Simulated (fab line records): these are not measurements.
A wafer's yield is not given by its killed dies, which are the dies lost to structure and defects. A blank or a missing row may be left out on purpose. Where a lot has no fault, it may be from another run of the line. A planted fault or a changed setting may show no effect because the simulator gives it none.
Split-lot study + flow n5Finfet + 7 lots, 21 wafers read, on a route of 1938 steps

== SPLIT DETAILS ==
At N5_FIN_CUT_COAT_29 (time 60 s, resist thk 10 nm), the setting spinRpm was moved away from the recipe's 1500 rpm on 6 of the 21 wafers read, by -6.7% to +11.1%. This setting was run at the recipe's value on the other wafers.

== FROM THE SPLIT TO THE READING: what the file shows between them, 4 steps ==
- N5_FIN_CUT_COAT_02: resist thk 30 nm
- N5_FIN_CUT_EBR_04
- N5_FIN_CUT_DESCUM_13: chemistry O2, time 7 s
- N5_FIN_CUT_ETCH_30: etches underlayer in N2/H2, target depth 13 nm, time 10.4 s

== THE READING ==
underlayer_of_FIN_CUT_COAT_29.thkNm (the simulator's own value, which no gauge read), in nm, at N5_FIN_CUT_ETCH_20 (etches SiARC in CF4, target depth 26 nm, time 43.3 s). There is no usual value for it anywhere in the file. The 15 wafers here that ran the recipe average 9.2 nm, standard deviation 0.08 nm.

| wafer  | tool, chamber at the split | spinRpm as run, rpm | against the recipe | underlayer_of_FIN_CUT_COAT_29.thkNm, nm | against lot-mates on the recipe |
|--------|----------------------------|---------------------|--------------------|-----------------------------------------|---------------------------------|
| L074.1 | lithoTrack-04, 0           | 1500                | recipe             | 9.2                                     | -                               |
| L074.4 | lithoTrack-04, 0           | 1500                | recipe             | 9.2                                     | -                               |
| L074.5 | lithoTrack-04, 0           | 1500                | recipe             | 9.2                                     | -                               |
| L077.1 | lithoTrack-04, 0           | 1667                | +11.1%             | 8.8                                     | -0.5                            |
| L077.3 | lithoTrack-04, 0           | 1500                | recipe             | 9.2                                     | -                               |
| L077.4 | lithoTrack-04, 0           | 1500                | recipe             | 9.4                                     | -                               |
| L079.1 | lithoTrack-02, 0           | 1500                | recipe             | 9.2                                     | -                               |
| L079.3 | lithoTrack-02, 0           | 1500                | recipe             | 9.2                                     | -                               |
| L079.2 | lithoTrack-02, 0           | 1500                | recipe             | 9.4                                     | -                               |
| L084.1 | lithoTrack-01, 0           | 1500                | recipe             | 9.2                                     | -                               |
| L084.3 | lithoTrack-01, 0           | 1500                | recipe             | 9.2                                     | -                               |
| L084.6 | lithoTrack-01, 0           | 1500                | recipe             | 9.2                                     | -                               |
| L085.2 | lithoTrack-01, 0           | 1555                | +3.7%              | 9.2                                     | +0.0                            |
| L085.5 | lithoTrack-01, 0           | 1555                | +3.7%              | 9.2                                     | +0.0                            |
| L085.4 | lithoTrack-01, 0           | 1500                | recipe             | 9.2                                     | -                               |
| L088.1 | lithoTrack-01, 0           | 1646                | +9.7%              | 8.8                                     | -0.5                            |
| L088.4 | lithoTrack-01, 0           | 1500                | recipe             | 9.4                                     | -                               |
| L088.5 | lithoTrack-01, 0           | 1500                | recipe             | 9.2                                     | -                               |
| L096.1 | lithoTrack-01, 0           | 1400                | -6.7%              | 9.6                                     | +0.4                            |
| L096.3 | lithoTrack-01, 0           | 1400                | -6.7%              | 9.6                                     | +0.4                            |
| L096.6 | lithoTrack-01, 0           | 1500                | recipe             | 9.2                                     | -                               |

FIT RESULTS
A straight line over all 21 wafers: underlayer_of_FIN_CUT_COAT_29.thkNm changes by -0.0435 nm for each +1% of spinRpm; r = -0.91; the points scatter about the line by 0.082 nm.
The same after taking each lot's own level away (the mean of its wafers on the recipe; 21 wafers): -0.0482 nm for each +1%; r = -0.92; scatter 0.083 nm.
The reading moves by 0.54 nm for the largest change in spinRpm, on that fit.
The span of the lots' own levels, 9.20 to 9.30 nm, comes to 1.3 times the standard deviation stated above.
The two slopes are in agreement: the lot-to-lot level therefore moves the slope only a little.
Check: for one of the wafers moved furthest among these (+11.1%), held out of the fit, the line's prediction against its lot-mates is -0.52 nm. Against them it came out at -0.5 nm.

== THE OTHER SPLITS THESE WAFERS WENT THROUGH ==
Note: prior to the reading, these wafers also went through further splits. Each is held against what the fit with the lots' levels taken away leaves over:
| other split on the same wafers          | wafers away from the commonest value | r with underlayer_of_FIN_CUT_COAT_29.thkNm (lot level and that fit taken away) |
|-----------------------------------------|--------------------------------------|--------------------------------------------------------------------------------|
| N5_ZERO_LAYER_PECVD_02 timeS            | 6                                    | -0.02                                                                          |
| N5_ZERO_LAYER_EXPOSE_08 doseMj          | 9                                    | -0.20                                                                          |
| N5_PMOS_HMC_CHANNEL_EPI_PEB_07 pebTempC | 8                                    | +0.23                                                                          |

== THE WHOLE CHAIN: every reading that the file lists as answering this split, in the file's order ==
| step               | what it does                                                | reading                                                                              | change (the file's fit)                | r (the file's) |
|--------------------|-------------------------------------------------------------|--------------------------------------------------------------------------------------|----------------------------------------|----------------|
| N5_FIN_CUT_COAT_29 | time 60 s, resist thk 10 nm                                 | underlayer_of_FIN_CUT_COAT_29.thkNm (the simulator's own value, which no gauge read) | -0.0505 nm for each +1% of the setting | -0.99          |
| N5_FIN_CUT_ETCH_30 | etches underlayer in N2/H2, target depth 13 nm, time 10.4 s | etch.depthNm (the simulator's own value, which no gauge read)                        | -0.0488 nm for each +1% of the setting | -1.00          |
| N5_FIN_CUT_ETCH_20 | etches SiARC in CF4, target depth 26 nm, time 43.3 s        | underlayer_of_FIN_CUT_COAT_29.thkNm (the simulator's own value, which no gauge read) | -0.0474 nm for each +1% of the setting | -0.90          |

== THE FILE'S OWN FIT ==
underlayer_of_FIN_CUT_COAT_29.thkNm changes by -0.0474 nm for each +1% of spinRpm, r = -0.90.
